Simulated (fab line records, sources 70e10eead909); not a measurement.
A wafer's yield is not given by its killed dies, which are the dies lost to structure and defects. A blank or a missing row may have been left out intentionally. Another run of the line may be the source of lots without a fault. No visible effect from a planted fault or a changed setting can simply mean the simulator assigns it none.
Which tool did it?    flow nand-harc    21 wafers from 7 lots sampled at 2 of the route's 1159 steps

== WHAT EACH GAUGE READ, for each wafer ==
NHARC_THIN_TSV_CD_MEAS_16.
lot   measured      on         cd-nm (nm)
L902  day 19 10:22  cd-sem-01  1003.2 999.0 1000.7
L907  day 20 11:32  cd-sem-02  1001.1 1000.2 1002.4
L910  day 21 05:12  cd-sem-01  996.0 997.0 1000.7
L912  day 21 07:35  cd-sem-03  1001.8 1001.1 998.0
L916  day 22 22:18  cd-sem-03  999.6 999.1 998.0
L919  day 23 00:50  cd-sem-01  999.8 998.6 997.6
L920  day 23 04:35  cd-sem-01  997.4 998.8 1000.3

== WHICH TOOL RAN EACH LOT (tool, then ch and the chambers of the sampled wafers, then the start) ==
lot   NHARC_THIN_TSV_ETCH_15
L902  rie-si-06 ch 2,3, day 19 10:13
L907  rie-si-02 ch 1,2,3, day 20 11:25
L910  rie-si-06 ch 2,3, day 21 05:04
L912  rie-si-02 ch 0,1,3, day 21 07:26
L916  rie-si-05 ch 1,2,3, day 22 22:09
L919  rie-si-02 ch 1,2,3, day 23 00:42
L920  rie-si-05 ch 0,2,3, day 23 04:28
- NHARC_THIN_TSV_ETCH_15: target depth 3000 nm, bosch target overetch cycles 2, bosch etch step 2.8 s.

== THE ANSWER, worked out from the rows above alone ==
Rule: the usual values come from the lots themselves. Put in order of their means at a reading, lots are off if they are a third of the lots or fewer, leave a main group of 4 or more, and stand apart from it by a gap of 3 or more times the standard deviation of the main group's means; of several such gaps the widest counts. A main group is skipped when, at the precision printed for the reading in the tables above, its means are all equal. Also off: a lot with no number at a reading for which 4 or more lots have one. Any other lot the step has rows for is counted as sound.
No lot is off at any reading shown: from this, nothing can be told.

== WHAT HAD BEEN PUT IN BY THE SIMULATOR ==
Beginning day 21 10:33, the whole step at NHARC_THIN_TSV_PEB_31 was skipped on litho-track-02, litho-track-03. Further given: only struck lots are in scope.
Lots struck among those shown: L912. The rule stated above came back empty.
